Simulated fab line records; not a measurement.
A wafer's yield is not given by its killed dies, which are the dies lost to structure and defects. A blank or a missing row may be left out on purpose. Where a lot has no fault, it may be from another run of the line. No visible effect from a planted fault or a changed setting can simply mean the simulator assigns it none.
Matching of chambers | flow nand harc | 4 sister chambers for NHARC_P_GATE_DESCUM_48 on rie diel-10
The step chemistry O2, time 3 s. 20 wafers are shown with their chamber, then 10 later ones without.

## EACH WAFER AND ITS CHAMBER
wafer  | chamber | showerhead plenum p Torr (Torr) | drypump motor current A (A) | oes product au (a.u.)
L077.1 | 0       | 1.88                            | 5.9                         | 1.018
L077.4 | 1       | 1.78                            | 6.5                         | 1.006
L077.5 | 0       | 1.88                            | 5.9                         | 1.024
L083.2 | 0       | 1.88                            | 5.9                         | 1.031
L083.3 | 3       | 1.79                            | 6.1                         | 1.003
L083.4 | 1       | 1.78                            | 6.5                         | 1.011
L085.3 | 2       | 1.79                            | 6.0                         | 0.991
L085.4 | 1       | 1.78                            | 6.5                         | 0.988
L085.5 | 0       | 1.88                            | 5.9                         | 1.009
L086.4 | 0       | 1.88                            | 5.9                         | 1.009
L086.5 | 1       | 1.78                            | 6.5                         | 0.997
L086.6 | 0       | 1.88                            | 5.9                         | 1.008
L087.1 | 3       | 1.79                            | 6.1                         | 0.981
L087.5 | 0       | 1.88                            | 5.9                         | 1.034
L087.6 | 1       | 1.78                            | 6.5                         | 0.996
L089.2 | 3       | 1.79                            | 6.0                         | 0.989
L089.5 | 0       | 1.88                            | 5.9                         | 1.004
L089.6 | 1       | 1.78                            | 6.5                         | 0.990
L090.1 | 0       | 1.88                            | 6.0                         | 1.011
L090.4 | 2       | 1.78                            | 5.9                         | 1.008

SIGNATURES, as means of the wafers listed above
reading                  | chamber 0 | chamber 1 | chamber 2 | chamber 3 | scatter within a chamber
showerhead plenum p Torr | 1.8800    | 1.7800    | 1.7850    | 1.7900    | 0.00177
drypump motor current A  | 5.911     | 6.500     | 5.950     | 6.067     | 0.0358
oes product au           | 1.01644   | 0.99800   | 0.99950   | 0.99100   | 0.0104
Rule: a wafer lies at a distance from a chamber equal to the root of the sum of squares, over the readings, of (its reading less the chamber's mean, divided by the reading's scatter). The wafer belongs to the nearest chamber; if the next one is less than 2 further off, it can't be placed. How the scatter is found: for the shown wafers, subtract from each reading the mean of its chamber, square and add these, divide the total by (wafers less chambers), then take the root.

## WAFERS WITH NO CHAMBER GIVEN
wafer  | showerhead plenum p Torr (Torr) | drypump motor current A (A) | oes product au (a.u.)
L090.5 | 1.78                            | 5.9                         | 1.018
L092.2 | 1.78                            | 5.9                         | 1.010
L092.3 | 1.78                            | 6.5                         | 0.982
L092.4 | 1.78                            | 6.5                         | 0.995
L094.1 | 1.78                            | 6.0                         | 1.018
L094.4 | 1.88                            | 5.9                         | 1.019
L094.6 | 1.79                            | 6.0                         | 1.005
L095.2 | 1.78                            | 5.9                         | 1.001
L095.5 | 1.78                            | 6.5                         | 0.984
L095.6 | 1.88                            | 5.9                         | 1.005

## WHICH CHAMBER EACH ONE RAN IN
wafer  | from the rows above     | in truth
L090.5 | 2                       | 2
L092.2 | 2                       | 2
L092.3 | 1                       | 1
L092.4 | 1                       | 1
L094.1 | 2                       | 2
L094.4 | 0                       | 0
L094.6 | can't be placed: 3 or 2 | 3
L095.2 | 2                       | 2
L095.5 | 1                       | 1
L095.6 | 0                       | 0
Correct placement for 9 of the 10. Unplaceable from these rows: 1, with the true chamber sitting among the candidates in 1. 0 placed wrongly.
